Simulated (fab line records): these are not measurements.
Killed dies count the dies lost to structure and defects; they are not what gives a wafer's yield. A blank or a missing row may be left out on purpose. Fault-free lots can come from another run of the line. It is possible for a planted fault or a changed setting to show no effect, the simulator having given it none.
Chamber matching + flow nand_harc + rie_diel-09 running NHARC_A_BONDPAD_ETCH_34: 4 sister chambers
The step etches the open film in N2/H2, target depth 60 nm, overetch 18 nm, time 65.91 s. 8 wafers are shown with their chamber, then 12 later ones without.

WAFERS, EACH WITH ITS CHAMBER
| wafer  | chamber | showerhead_plenum_p_Torr (Torr) | drypump_motor_current_A (A) |
|--------|---------|---------------------------------|-----------------------------|
| L088.1 | 1       | 2.00                            | 5.5                         |
| L088.6 | 2       | 1.97                            | 5.5                         |
| L089.5 | 2       | 1.97                            | 5.5                         |
| L089.6 | 1       | 1.99                            | 5.4                         |
| L091.5 | 0       | 2.15                            | 6.4                         |
| L090.1 | 0       | 2.15                            | 6.4                         |
| L090.4 | 3       | 2.02                            | 6.3                         |
| L090.5 | 3       | 2.02                            | 6.3                         |

WAFERS MISSING THEIR CHAMBER
| wafer  | showerhead_plenum_p_Torr (Torr) | drypump_motor_current_A (A) |
|--------|---------------------------------|-----------------------------|
| L092.3 | 1.97                            | 5.5                         |
| L092.5 | 1.97                            | 5.5                         |
| L092.6 | 2.02                            | 6.3                         |
| L094.1 | 1.99                            | 5.4                         |
| L094.3 | 2.15                            | 6.3                         |
| L094.6 | 1.97                            | 5.5                         |
| L097.1 | 1.97                            | 5.5                         |
| L097.2 | 2.15                            | 6.3                         |
| L097.6 | 2.02                            | 6.3                         |
| L096.2 | 1.99                            | 5.5                         |
| L096.4 | 1.97                            | 5.5                         |
| L096.5 | 1.99                            | 5.5                         |

EACH ONE'S CHAMBER
| wafer  | from the rows above | in truth |
|--------|---------------------|----------|
| L092.3 | 2                   | 2        |
| L092.5 | 2                   | 2        |
| L092.6 | 3                   | 3        |
| L094.1 | 1                   | 1        |
| L094.3 | 0                   | 0        |
| L094.6 | 2                   | 2        |
| L097.1 | 2                   | 2        |
| L097.2 | 0                   | 0        |
| L097.6 | 3                   | 3        |
| L096.2 | 1                   | 1        |
| L096.4 | 2                   | 2        |
| L096.5 | 1                   | 1        |
Correct placement for 12 of the 12. Can't be placed from these rows: 0. 0 placed wrongly.
How it was worked out, from the rows above alone: a wafer's distance from a chamber is the root of the sum, over the readings, of the square of ((its reading less the chamber's mean) divided by the reading's scatter). If the next closest chamber is less than 2 further off than the closest, the wafer can't be placed; otherwise it belongs to the closest. For every chamber, the mean is computed from those of its wafers that are shown. How the scatter is found: for the shown wafers, subtract from each reading the mean of its chamber, square and add these, divide the total by (wafers less chambers), then take the root.
